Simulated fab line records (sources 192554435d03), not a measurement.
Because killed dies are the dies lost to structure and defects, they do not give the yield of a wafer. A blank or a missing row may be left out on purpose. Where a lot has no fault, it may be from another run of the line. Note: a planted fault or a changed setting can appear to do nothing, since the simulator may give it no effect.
8D (eight disciplines) problem report, filled in by code -- flow n5Finfet -- the parts of the form that need people (team, actions taken, sign-off) are left out

1. THE ISSUE
At N5_PASSIVATION_PROBE_49, killed_at_M4_up averages 104 over 6 wafers from 2 lots, while fault-free wafers read 13, standard deviation 5.1. Relative to the usual mean, that is a shift of +18 standard deviations.
Seen first at day 16 21:57 on prober-02, wafer L662.2. The record holds 6 wafers of 2 lots with a number at this step. The rule behind "out" and "out of limits": a value lying over 4 standard deviations away from the usual mean. All remaining wafers that have a number are taken as sound.

2. WHAT IT IS; WHAT IT IS NOT
question,is,is not
which readings at this step,killed_at_M4_up,"killed_at_M0_to_M3, killedAtContacts, killedAtFrontEnd, killedAtOther, killedOpen, killedShort"
which lots,"L662, L664",-
which wafers of those lots,all that have a number,-
read on which tools,prober-02,-
when,from day 16 21:57,up to then (0 sound wafers)

3. THE SUSPECTS, EACH WITH WHAT RULES IT OUT
Counting: a tool at any process step up to the reading remains a suspect when it ran all the lots that are out and ran no sound lot after the first of those.
- pvdSputter-02 at N5_BEOL_M11_SPUTTER_48 (material Cu, target thk 12 nm, time 2 s): kept. It ran every lot that is out, first L662 (day 15 07:30), and no sound lot after that.
- prober-02 at N5_PASSIVATION_PROBE_49: kept. It ran every lot that is out, first L662 (day 16 21:57), and no sound lot after that. Its own readings are out on those wafers: killed_at_M4_up.
After counting, pvdSputter-02 at N5_BEOL_M11_SPUTTER_48 and prober-02 at N5_PASSIVATION_PROBE_49 remain.

4. THE CAUSE (what the simulator had put in)
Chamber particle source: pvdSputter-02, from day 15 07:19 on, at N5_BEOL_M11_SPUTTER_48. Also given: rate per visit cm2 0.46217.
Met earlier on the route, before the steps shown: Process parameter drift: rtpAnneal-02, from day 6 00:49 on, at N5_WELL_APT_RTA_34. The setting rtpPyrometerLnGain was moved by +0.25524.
This tool is one of the 2 suspects left after counting.

5. THE EFFECT CHAIN, in route order
One row per reading whose mean, taken over the struck wafers that have a number, lies over 3 standard deviations from the usual. Only readings for which the record gives a usual standard deviation are gone through. hours: the time from each lot's start at the first step in this table that gives one to its start at this step, as a median over the lots. sigmas: the change in usual standard deviations.
hours,step,reading,usual,on struck wafers,change,sigmas
0,N5_PASSIVATION_PROBE_49,defectLimitedYield,91.7 %,84.7,-7.0,-4.1
0,N5_PASSIVATION_PROBE_49,killed_at_M4_up,13,104,+91,+18
0,N5_PASSIVATION_PROBE_49,killedDies,98,181,+83,+4.2
0,N5_PASSIVATION_PROBE_49,sort_bin_5_function,4.8 %,9.7,+4.9,+4.4
0,N5_PASSIVATION_PROBE_49,sortNPass,1082,999,-83,-4.2
0,N5_PASSIVATION_PROBE_49,sortYieldPct,91.7 %,84.7,-7.0,-4.1
Process steps it contains:
- N5_PASSIVATION_PROBE_49

6. WHAT WOULD HAVE CAUGHT IT SOONER
The fault began at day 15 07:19; the first out-of-limits reading in this record came at day 16 21:57, 39 hours later.
Of the tool readings at N5_BEOL_M11_SPUTTER_48 for which the record gives a usual standard deviation, none was out on any struck wafer, so an alarm limit of 4 standard deviations on them would not have fired.
The start of N5_BEOL_M11_SPUTTER_48 on pvdSputter-02 came by day 16 21:57 for every one of the lots that are out (2). None of them would have been spared by holding the tool at that moment.
